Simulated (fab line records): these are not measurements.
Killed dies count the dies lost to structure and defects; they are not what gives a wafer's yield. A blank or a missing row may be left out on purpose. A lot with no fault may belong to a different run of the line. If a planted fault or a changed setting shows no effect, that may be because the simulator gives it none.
Matching of chambers + flow nand-harc + 4 sister chambers for NHARC_P_GATE_DESCUM_31 on rie-diel-13
The step chemistry O2, time 3 s. 4 wafers are shown with their chamber, then 8 later ones without.

## WAFERS, EACH WITH ITS CHAMBER
| wafer  | chamber | drypump-motor-current-A (A) |
|--------|---------|-----------------------------|
| L161.2 | 2       | 6.2                         |
| L161.4 | 0       | 5.1                         |
| L161.5 | 1       | 6.0                         |
| L159.1 | 3       | 5.6                         |

## WAFERS WITHOUT THEIR CHAMBER
| wafer  | drypump-motor-current-A (A) |
|--------|-----------------------------|
| L159.2 | 6.0                         |
| L159.5 | 6.2                         |
| L164.1 | 6.2                         |
| L164.4 | 5.6                         |
| L164.5 | 6.2                         |
| L166.2 | 6.2                         |
| L166.3 | 6.1                         |
| L166.5 | 5.6                         |

## WHICH CHAMBER EACH WENT THROUGH
| wafer  | from the rows above     | in truth |
|--------|-------------------------|----------|
| L159.2 | 1                       | 1        |
| L159.5 | 2                       | 2        |
| L164.1 | 2                       | 2        |
| L164.4 | 3                       | 3        |
| L164.5 | 2                       | 2        |
| L166.2 | 2                       | 2        |
| L166.3 | can't be placed: 1 or 2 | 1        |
| L166.5 | 3                       | 3        |
Correct placement for 7 of the 8. From these rows, 1 cannot be placed; in 1 the true chamber is one of the candidates. 0 placed wrongly.
How it was worked out, from the rows above alone: a wafer's distance from a chamber is the root of the sum, over the readings, of the square of ((its reading less the chamber's mean) divided by the reading's scatter). The wafer belongs to the nearest chamber; if the next one is less than 2 further off, it can't be placed. Each chamber's mean is taken over the wafers shown for it. The scatter: root of mean squared gap, hidden wafer to nearest shown wafer, with one shown wafer a chamber.
